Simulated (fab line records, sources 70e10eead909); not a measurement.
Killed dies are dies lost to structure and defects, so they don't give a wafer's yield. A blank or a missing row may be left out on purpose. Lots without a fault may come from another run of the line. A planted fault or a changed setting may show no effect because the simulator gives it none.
Chamber matching | flow nand_harc | NHARC_A_M1_DESCUM_14 on rie_diel-01: 4 sister chambers
The step chemistry O2, time 3 s. 4 wafers are shown with their chamber, then 9 later ones without.

WAFERS WITH THEIR CHAMBER
wafer  | chamber | drypump_motor_current_A (A)
L091.2 | 3       | 5.9
L091.3 | 2       | 6.1
L092.4 | 0       | 6.1
L092.5 | 1       | 5.3

WAFERS WITHOUT THEIR CHAMBER
wafer  | drypump_motor_current_A (A)
L094.2 | 6.1
L094.3 | 5.3
L094.5 | 6.1
L096.2 | 6.2
L096.4 | 6.0
L096.5 | 5.3
L097.1 | 5.2
L097.3 | 6.1
L097.4 | 6.1

WHICH CHAMBER EACH WENT THROUGH
wafer  | from the rows above          | in truth
L094.2 | can't be placed: 0 or 2      | 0
L094.3 | 1                            | 1
L094.5 | can't be placed: 0 or 2      | 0
L096.2 | can't be placed: 0 or 2      | 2
L096.4 | can't be placed: 0 or 2 or 3 | 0
L096.5 | 1                            | 1
L097.1 | 1                            | 1
L097.3 | can't be placed: 0 or 2      | 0
L097.4 | can't be placed: 0 or 2      | 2
Placed correctly: 3 of 9. Can't be placed from these rows: 6 (the true chamber is among the candidates in 6). Placed wrongly: 0.
How it was worked out, from the rows above alone: a wafer's distance from a chamber is the root of the sum, over the readings, of the square of ((its reading less the chamber's mean) divided by the reading's scatter). The wafer belongs to the nearest chamber; if the next one is less than 2 further off, it can't be placed. A chamber's mean is the mean of its shown wafers. The scatter: with one shown wafer a chamber, the root of the mean of the squares of how far each hidden wafer lies from its nearest shown one.
